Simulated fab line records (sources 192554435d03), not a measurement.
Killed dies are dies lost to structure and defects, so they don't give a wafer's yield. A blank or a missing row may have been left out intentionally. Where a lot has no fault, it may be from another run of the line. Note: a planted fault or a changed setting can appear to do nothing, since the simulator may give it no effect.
Problem report in the 8D (eight disciplines) form, filled by code | flow n5_finfet | the parts of the form that need people (team, actions taken, sign-off) are left out

== 1. THE ISSUE ==
N5_PASSIVATION_PROBE_49, killed_at_front_end: mean 164 on 2 wafers (1 lot); fault-free wafers 44, standard deviation 13. That is +9.2 standard deviations from the usual mean.
First observed at day 17 08:43: wafer L346.2, on prober-02. Wafers with a number at this step in the record: 9, from 3 lots. By rule, "out" or "out of limits" means more than 4 standard deviations away from the usual mean. Any other wafer with a number is counted as sound.

== 2. WHAT IT IS; WHAT IT IS NOT ==
question                    | is                                                                                                       | is not
which readings at this step | killed_at_front_end, defect_limited_yield, killed_dies, sort_bin_5_function, sort_n_pass, sort_yield_pct | killed_at_M0_to_M3, killed_at_M4_up, killed_at_contacts, killed_at_other, killed_open, killed_short, sort_bin_8_speed
which lots                  | L346                                                                                                     | L336, L338
which wafers of those lots  | L346.2, L346.6                                                                                           | L346.5
read on which tools         | prober-02                                                                                                | prober-01
when                        | from day 17 08:43                                                                                        | up to then (0 sound wafers); but 7 sound wafers of L336, L338, L346 came after

== 3. WHAT RULES OUT EACH SUSPECT ==
Counting: a tool at a process step up to the reading stays a suspect if it ran every lot that is out. Sound lots after the first of them don't rule it out here, since some wafers of a struck lot are sound.
- cvd_w-02 at N5_HKMG_FIN_ALD_72 (deposits W, target thk 2 nm, pulse time 1 s, purge time 2 s): kept. The lot that is out, L346, ran on it at day 9 16:01; the last sound lot it ran before that was L338, at day 7 20:23.
- rie_metal-03 at N5_PASSIVATION_ETCH_59 (etches TaN in Cl2/BCl3, target depth 65 nm, time 34.9 s): kept. It ran the lot that is out, L346 (day 17 03:49).
- pecvd-01 at N5_PASSIVATION_PECVD_35 (deposits SiNx from SiH4/NH3/N2, target thk 700 nm, time 151.3 s): kept. It ran the lot that is out, L346 (day 17 04:38).
- prober-02 at N5_PASSIVATION_PROBE_49: kept. It ran the lot that is out, L346 (day 17 08:43). Its own defect_limited_yield, killed_at_front_end, killed_dies, sort_bin_5_function, sort_n_pass, sort_yield_pct readings are out on those wafers.
- The sound lot-mates ran in chamber 1 of cvd_w-02 at N5_HKMG_FIN_ALD_72, but the wafers that are out ran in chamber 0.
- The sound lot-mates ran in chamber 0 of rie_metal-03 at N5_PASSIVATION_ETCH_59, but the wafers that are out ran in chamber 1.
Left after counting: cvd_w-02 at N5_HKMG_FIN_ALD_72, rie_metal-03 at N5_PASSIVATION_ETCH_59, pecvd-01 at N5_PASSIVATION_PECVD_35, prober-02 at N5_PASSIVATION_PROBE_49.

== 4. THE CAUSE (what the simulator had put in) ==
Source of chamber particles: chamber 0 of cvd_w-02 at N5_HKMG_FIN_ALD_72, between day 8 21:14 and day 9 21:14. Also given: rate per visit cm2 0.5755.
This tool is one of the 4 suspects left after counting.

== 5. THE CHAIN OF EFFECTS, in route order ==
Each row: a reading where the mean over the struck wafers with a number is more than 3 standard deviations away from the usual. Only readings for which the record gives a usual standard deviation are gone through. hours: the time from each lot's start at the first step in this table that gives one to its start at this step, as a median over the lots. sigmas: the change in usual standard deviations.
hours | step                    | reading              | usual  | on struck wafers | change | sigmas
0     | N5_PASSIVATION_PROBE_49 | defect_limited_yield | 91.0 % | 80.8             | -10.2  | -6.8
0     | N5_PASSIVATION_PROBE_49 | killed_at_front_end  | 44     | 164              | +120   | +9.2
0     | N5_PASSIVATION_PROBE_49 | killed_dies          | 106    | 227              | +121   | +6.7
0     | N5_PASSIVATION_PROBE_49 | sort_bin_5_function  | 5.3 %  | 11.7             | +6.4   | +6.6
0     | N5_PASSIVATION_PROBE_49 | sort_bin_6_memory    | 3.4 %  | 5.8              | +2.4   | +3.2
0     | N5_PASSIVATION_PROBE_49 | sort_n_pass          | 1074   | 953              | -121   | -6.7
0     | N5_PASSIVATION_PROBE_49 | sort_yield_pct       | 91.0 % | 80.8             | -10.2  | -6.8
Here are the process steps it includes:
- N5_PASSIVATION_PROBE_49

== 6. HOW IT WOULD HAVE BEEN CAUGHT EARLIER ==
In this record the first reading out of limits was taken at day 17 08:43, 203 hours after the fault began at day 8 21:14.
Tool readings at N5_HKMG_FIN_ALD_72 with a usual standard deviation given in the record: none out on any struck wafer, hence no alarm at a limit of 4 standard deviations on them.
By day 17 08:43, every lot that is out (1) had started N5_HKMG_FIN_ALD_72 on cvd_w-02. A hold on the tool at that time would have spared none of them.
